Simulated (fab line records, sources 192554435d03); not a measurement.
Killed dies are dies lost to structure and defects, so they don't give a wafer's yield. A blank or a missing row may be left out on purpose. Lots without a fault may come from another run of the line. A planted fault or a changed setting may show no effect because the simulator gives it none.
One fault seen from 2 desks | flow n5_finfet | each desk has only its own numbers; what lay behind them comes last

THE METROLOGY DESK
What the gauges read, lot by lot, whatever tool the lot ran on: means of the sampled wafers that have a number. A lot is out of limits, marked OUT, if its mean lies more than 4 standard deviations from the usual mean; the brackets give that distance.
Columns: A = cd_nm at N5_BEOL_M8_CD_MEAS_28, usual 40.05 nm; B = M9_ILD_THK at N5_BEOL_M9_THK_MEAS_01, usual 268 nm
lot  | first seen here | A     | B
L540 | day 9 00:33     | 40.17 | 264
L544 | day 10 04:24    | 39.86 | 269
L548 | day 11 10:08    | 39.73 | 270
L550 | day 11 12:11    | 39.95 | 271
L557 | day 13 23:22    | 40.23 | 272
L559 | day 14 08:08    | 39.90 | 270
L558 | day 14 20:11    | 39.72 | 269
L560 | day 15 00:29    | 40.12 | 273
L561 | day 15 08:23    | 40.12 | 270
L562 | day 15 17:37    | 39.79 | 272
This desk's finding: nothing out of limits on any of the 10 lots.

THE TOOL OWNER'S DESK: pecvd-01
The tool's own readings at N5_BEOL_M8_PECVD_70 (deposits SiO2 from TEOS/O2, target thk 20 nm, time 22.7 s): means of the sampled wafers that have a number, for each lot that ran on this tool. A lot is out of limits, marked OUT, if its mean lies more than 4 standard deviations from the usual mean; the brackets give that distance.
Columns: A = chamber_pressure_Torr at N5_BEOL_M8_PECVD_70, usual 5.500 Torr; B = heater_power_w at N5_BEOL_M8_PECVD_70, usual 761 W; C = showerhead_plenum_p_Torr at N5_BEOL_M8_PECVD_70, usual 8.74 Torr; D = throttle_valve_pct at N5_BEOL_M8_PECVD_70, usual 22.4 %
lot  | first seen here | A     | B   | C    | D
L540 | day 8 21:21     | 5.493 | 715 | 8.70 | 21.8
L544 | day 10 01:19    | 5.493 | 760 | 8.70 | 22.2
L548 | day 11 05:50    | 5.505 | 672 | 8.70 | 21.4
L550 | day 11 08:58    | 5.491 | 840 | 8.69 | 22.4
L557 | day 13 20:24    | 5.507 | 775 | 8.69 | 22.4
L559 | day 14 03:13    | 5.495 | 848 | 8.71 | 22.4
L558 | day 14 18:26    | 5.504 | 828 | 8.70 | 22.7
This desk's finding: nothing out of limits on any of the 7 lots.

PUT TOGETHER
The metrology desk saw nothing out of limits.
The tool owner's desk saw nothing out of limits.

WHAT THE SIMULATOR HAD PUT IN
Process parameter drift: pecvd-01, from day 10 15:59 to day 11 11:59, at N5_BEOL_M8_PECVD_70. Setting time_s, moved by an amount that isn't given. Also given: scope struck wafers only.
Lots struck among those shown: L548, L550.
